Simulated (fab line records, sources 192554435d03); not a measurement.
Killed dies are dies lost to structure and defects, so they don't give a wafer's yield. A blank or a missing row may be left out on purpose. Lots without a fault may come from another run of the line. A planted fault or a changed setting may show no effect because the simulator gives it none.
A struck lot beside a sound one | flow n5_finfet | 17 steps out of a route of 1938
Sound: wafers L371.1, L371.5, L371.6. Struck: wafer L383.6. (L383.5 of the same lot was not struck and is left out.) The cause comes at the end.
At each step with rows: each side's tool, then ch and its chambers, then its first start. Under that, the readings that differ: sound wafers | struck wafers | difference of the means | sigmas: that difference in standard deviations of wafers without a fault.
alike: readings whose means differ by less than 2 such deviations, and words and numbers that are the same on both sides. not compared: withheld readings, readings that some wafer has no value for, bounds like >300 that may hide the same value, and numbers for which the record gives no deviation and whose values overlap.
The two part at a step that has a row with sigmas, a row that says differs or no value, or rows on one side only. Numbers that don't overlap but have no deviation are shown without sigmas and don't part them. A reading that every wafer of one side lacks parts them only if that side has two wafers or more.

N5_FIN_SAQP_INSPECT_18: inspects for defects (brightfield).
  sound on defect_inspect-02, day 2 15:52; struck on defect_inspect-01, day 5 15:51
  alike: raw_defect_count
N5_FIN_SAQP_DESCUM_21: chemistry O2, time 7.9 s.
  sound on rie_diel-05 ch 0,2,3, day 2 15:54; struck on rie_diel-04 ch 2, day 5 15:54
  reading             | sound             | struck | difference | sigmas
  o2_flow_sccm (sccm) | 223.5 224.3 224.8 | 225.6  | +1.4       | +2
  alike: drypump_motor_current_A, oes_product_au, rf_fwd_power_W, rf_vpp_V, showerhead_plenum_p_Torr, throttle_valve_pct
  not compared: rf_hours_counter_h
N5_FIN_SAQP_ETCH_51: etches SiARC in CF4, target depth 45.5 nm, time 75.8 s.
  sound on rie_diel-05 ch 0,2,3, day 2 15:56; struck on rie_diel-04 ch 2, day 5 15:56
  alike: drypump_motor_current_A, etch_rf_on_time_s, oes_product_au, rf_fwd_power_W, rf_vpp_V, showerhead_plenum_p_Torr, throttle_valve_pct
  not compared: rf_hours_counter_h
then, 5 steps without rows for these wafers: N5_FIN_SAQP_ETCH_52 (etches SOC in N2/H2, target depth 100 nm, overetch 20 nm, time 150 s); N5_FIN_SAQP_STRIP_53 (strips in N2/H2); N5_FIN_SAQP_HM_OPEN_73 (chemistry CHF3/O2, target SiO2, stops on a-Si, target depth 12 nm, time 16.8 s); N5_FIN_SAQP_STRIP_74 (strips in CHF3/O2); N5_FIN_SAQP_MANDREL_ETCH_22 (etches a-Si in HBr/Cl2, stops on SiNx, target depth 60 nm, bt time 10 s, time 30 s).
N5_FIN_SAQP_STRIP_55: strips in N2/H2.
  sound on rie_diel-04 ch 1,3, day 2 16:25; struck on rie_diel-05 ch 1, day 5 16:17
  alike: drypump_motor_current_A, oes_product_au, power_w, rf_vpp_V, showerhead_plenum_p_Torr, throttle_valve_pct
  not compared: rf_hours_counter_h
then, 2 steps without rows for these wafers: N5_FIN_SAQP_STRIP_23 (strips in SPM, time 750 s); N5_FIN_SAQP_SRD_66 (time 30 s).
N5_FIN_SAQP_RECESS_75: chemistry HF/NH3, target SiO2, target depth 14.4 nm, afs cycles 3, sublimation time 60 s.
  sound on vapor_etch-01 ch 1, day 2 16:44; struck on vapor_etch-02 ch 0, day 5 16:49
  alike: drypump_motor_current_A
N5_FIN_SAQP_SPACER1_ALD_24: deposits SiO2, target thk 20.3 nm, pulse time 1 s, purge time 2 s.
  sound on ald_sin-01 ch 0,1,2, day 2 17:29; struck on ald_sin-03 ch 1, day 5 17:19
  reading                                           | sound             | struck | difference | sigmas
  ald_cycles                                        | 218 218 218       | 166    | -52        |
  heater_power_w (W)                                | 570 508 536       | 403    | -135       | -3
  precursor_pulse_height_rel                        | 0.948 1.002 1.000 | 1.031  | +0.048     | +3
  model.SiO2_of_FIN_SAQP_SPACER1_ALD_24.thk_nm (nm) | 20 20.2 20.4      | 15.4   | -4.8       |
  not compared: since_wet_clean_h
then, 1 step without rows for these wafers: N5_FIN_SAQP_SPACER1_ETCHBACK_25 (etches SiO2 in CHF3/O2, target depth 24.4 nm, time 12.2 s).
N5_FIN_SAQP_MANDREL1_REMOVE_56: chemistry HBr/Cl2/O2, target a-Si, stops on SiNx, bt time 10 s.
  sound on rie_si-02 ch 1,3, day 2 18:28; struck on rie_si-05 ch 1, day 5 17:50
  reading                   | sound        | struck | difference | sigmas
  model.FIN_SAQP.cd_nm (nm) | 20.2 20 20.6 | 15.2   | -5.1       |
  alike: O2_flow_sccm, drypump_motor_current_A, oes_product_au, rf_fwd_power_W, throttle_valve_pct
  not compared: rf_hours_counter_h
N5_FIN_SAQP_CD_MEAS_27: target cd 20 nm.
  sound on cd_sem-02 ch 0, day 2 18:35; struck on cd_sem-02 ch 0, day 5 17:55
  reading    | sound             | struck | difference | sigmas
  cd_nm (nm) | 19.77 20.29 21.01 | 15.09  | -5.27      | -20
N5_FIN_SAQP_ETCH_57: etches SiNx in CH3F/O2, target depth 32.5 nm, time 46.4 s.
  sound on rie_diel-02 ch 1,2, day 2 18:38; struck on rie_diel-04 ch 0, day 5 17:59
  reading               | sound          | struck | difference | sigmas
  oes_product_au (a.u.) | 0.63 0.60 0.62 | 0.77   | +0.15      | +2
  alike: CH3F_flow_sccm, O2_flow_sccm, drypump_motor_current_A, etch_rf_on_time_s, rf_fwd_power_W, rf_vpp_V, showerhead_plenum_p_Torr, throttle_valve_pct
  not compared: rf_hours_counter_h

WHERE THEY PART
First at N5_FIN_SAQP_DESCUM_21; last, within this record, at N5_FIN_SAQP_ETCH_57.

WHY: what the simulator had put in
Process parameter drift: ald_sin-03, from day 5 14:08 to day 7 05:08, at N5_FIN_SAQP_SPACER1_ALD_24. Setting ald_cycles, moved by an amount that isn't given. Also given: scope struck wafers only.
